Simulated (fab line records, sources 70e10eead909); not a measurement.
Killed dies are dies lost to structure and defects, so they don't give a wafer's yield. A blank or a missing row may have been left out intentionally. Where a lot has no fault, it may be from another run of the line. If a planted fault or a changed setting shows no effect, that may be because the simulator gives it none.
A struck lot beside a sound one	flow nandHarc	14 steps out of a route of 1302
Sound: the wafers L321.1, L321.3, L321.6. Struck: wafers L332.1, L332.4, L332.5. The cause is given at the end.
Per side, at each step with rows, come the tool, then ch with its chambers, and then its first start. Under that, the readings that differ: sound wafers	struck wafers	difference of the means	sigmas: that difference in standard deviations of wafers without a fault.
alike: readings whose means differ by less than 2 such deviations, and words and numbers that are the same on both sides. not compared: withheld readings, readings that some wafer has no value for, bounds like >300 that may hide the same value, and numbers for which the record gives no deviation and whose values overlap.
A row with sigmas, a row that says differs or no value, or rows on one side alone: a step with any of these is where the two part. When numbers do not overlap yet have no deviation, they are printed without sigmas and do not part them. A reading that every wafer of one side lacks parts them only if that side has two wafers or more.

NHARC_A_CONTACT_ETCH_102: etches the open film in CF4/O2, target depth 100 nm, overetch 10 nm, time 55 s.
  sound on rieDiel-13 ch 0,1,2, day 23 10:38; struck on rieDiel-02 ch 0,2,3, day 27 20:25
  alike: biasW, chamberPressureMTorr, drypumpMotorCurrentA, oesProductAu, rfVppV, showerheadPlenumPTorr, throttleValvePct
  not compared: rfHoursCounterH
NHARC_A_CONTACT_STRIP_55: strips in O2.
  sound on rieDiel-13 ch 0,1,2; struck on rieDiel-02 ch 0,1
  alike: chamberPressureMTorr, drypumpMotorCurrentA, oesProductAu, rfVppV, showerheadPlenumPTorr, throttleValvePct
  not compared: rfHoursCounterH
then, 1 step without rows for these wafers: NHARC_A_CONTACT_STRIP_56 (strips in post etch residue remover, time 600 s).
NHARC_A_CONTACT_DEP_57: deposits aC, target thk 5300 nm.
  sound on aclDep-03 ch 0, day 23 11:38; struck on aclDep-03 ch 0, day 27 21:36
  alike: throttleValvePct
NHARC_A_CONTACT_DEP_58: deposits SiON, target thk 90 nm.
  sound on pecvd-01 ch 0,1, day 23 14:55; struck on pecvd-01 ch 0,1, day 28 00:55
  alike: chamberPressureTorr, heaterPowerW
then, 7 steps without rows for these wafers: NHARC_A_CONTACT_DEHYDRATE_59 (time 120 s); NHARC_A_CONTACT_HMDS_60 (time 30 s); NHARC_A_CONTACT_COAT_61 (time 75 s); NHARC_A_CONTACT_COAT_62 (time 65 s); NHARC_A_CONTACT_COAT_63 (resist thk 90 nm); NHARC_A_CONTACT_SOFTBAKE_64 (time 55 s); NHARC_A_CONTACT_EBR_65.
NHARC_A_CONTACT_EXPOSE_66: exposes mask A CC 2.
  sound on arfiScanner-01 ch 0, day 23 15:30; struck on arfiScanner-01, day 28 01:26
  no value came back on the struck wafers for exposureDoseMJCm2, focusOffsetNm (nm), na; on the sound wafers exposureDoseMJCm2 reads 58.86 58.94 58.98
  alike: mask
then, 1 step without rows for these wafers: NHARC_A_CONTACT_PEB_67 (peb time 65 s).

## WHERE THEY PART
At NHARC_A_CONTACT_EXPOSE_66 and nowhere else, as far as this record goes.

WHY: what had been put in by the simulator
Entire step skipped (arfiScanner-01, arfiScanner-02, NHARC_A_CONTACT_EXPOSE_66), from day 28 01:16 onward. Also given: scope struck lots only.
